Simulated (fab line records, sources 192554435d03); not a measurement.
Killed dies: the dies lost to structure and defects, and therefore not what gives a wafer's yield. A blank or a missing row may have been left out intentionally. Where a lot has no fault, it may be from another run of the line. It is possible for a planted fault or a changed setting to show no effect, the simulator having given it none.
Matching of chambers    flow n5 finfet    rie diel-06 running N5_GATE_CUT_ETCH_37: 4 sister chambers
The step etches SOC in N2/H2, target depth 60 nm, overetch 12 nm, time 90 s. 20 wafers are shown with their chamber, then 10 later ones without.

EACH WAFER AND ITS CHAMBER
wafer   chamber  showerhead plenum p Torr (Torr)  drypump motor current A (A)  throttle valve pct (%)
L074.2  3        2.65                             5.6                          17.69
L074.4  2        2.68                             6.0                          17.41
L074.5  1        2.51                             6.2                          17.48
L075.1  3        2.65                             5.6                          17.69
L075.3  1        2.51                             6.2                          17.51
L075.6  1        2.51                             6.2                          17.52
L079.1  1        2.50                             6.2                          17.51
L079.4  2        2.67                             6.0                          17.43
L079.6  1        2.50                             6.2                          17.51
L081.2  1        2.50                             6.2                          17.50
L081.3  3        2.65                             5.6                          17.70
L081.4  2        2.67                             6.0                          17.44
L083.1  2        2.67                             6.0                          17.44
L083.3  1        2.50                             6.2                          17.53
L083.6  1        2.50                             6.2                          17.52
L084.1  0        2.42                             5.6                          17.86
L084.5  0        2.42                             5.6                          17.88
L084.6  3        2.65                             5.6                          17.71
L085.4  0        2.42                             5.7                          17.88
L085.5  1        2.50                             6.2                          17.53

SIGNATURES (means of the wafers above)
reading                   chamber 0  chamber 1  chamber 2  chamber 3  scatter within a chamber
showerhead plenum p Torr  2.4200     2.5033     2.6725     2.6500     0.00415
drypump motor current A   5.633      6.200      6.000      5.600      0.0204
throttle valve pct        17.8733    17.5122    17.4300    17.6975    0.0139
Rule: for each reading, subtract the chamber's mean from the wafer's reading, divide by that reading's scatter and square the result; add these up over the readings and take the root, which gives the wafer's distance from the chamber. If the next closest chamber is less than 2 further off than the closest, the wafer can't be placed; otherwise it belongs to the closest. The scatter: the root of (the sum of the squares of (reading less its chamber's mean) over the shown wafers, divided by (wafers less chambers)).

WAFERS WHOSE CHAMBER IS MISSING
wafer   showerhead plenum p Torr (Torr)  drypump motor current A (A)  throttle valve pct (%)
L085.6  2.42                             5.6                          17.87
L093.1  2.64                             5.6                          17.75
L093.3  2.41                             5.6                          17.90
L093.4  2.49                             6.2                          17.55
L094.1  2.41                             5.6                          17.91
L094.5  2.41                             5.6                          17.91
L094.6  2.64                             5.6                          17.74
L097.2  2.49                             6.2                          17.55
L097.3  2.41                             5.6                          17.90
L097.6  2.49                             6.1                          17.56

WHICH CHAMBER EACH WENT THROUGH
wafer   from the rows above  in truth
L085.6  0                    0
L093.1  3                    3
L093.3  0                    0
L093.4  1                    1
L094.1  0                    0
L094.5  0                    0
L094.6  3                    3
L097.2  1                    1
L097.3  0                    0
L097.6  1                    1
Placed correctly: 10 of 10. Number that these rows cannot place: 0. Wrongly placed: 0.
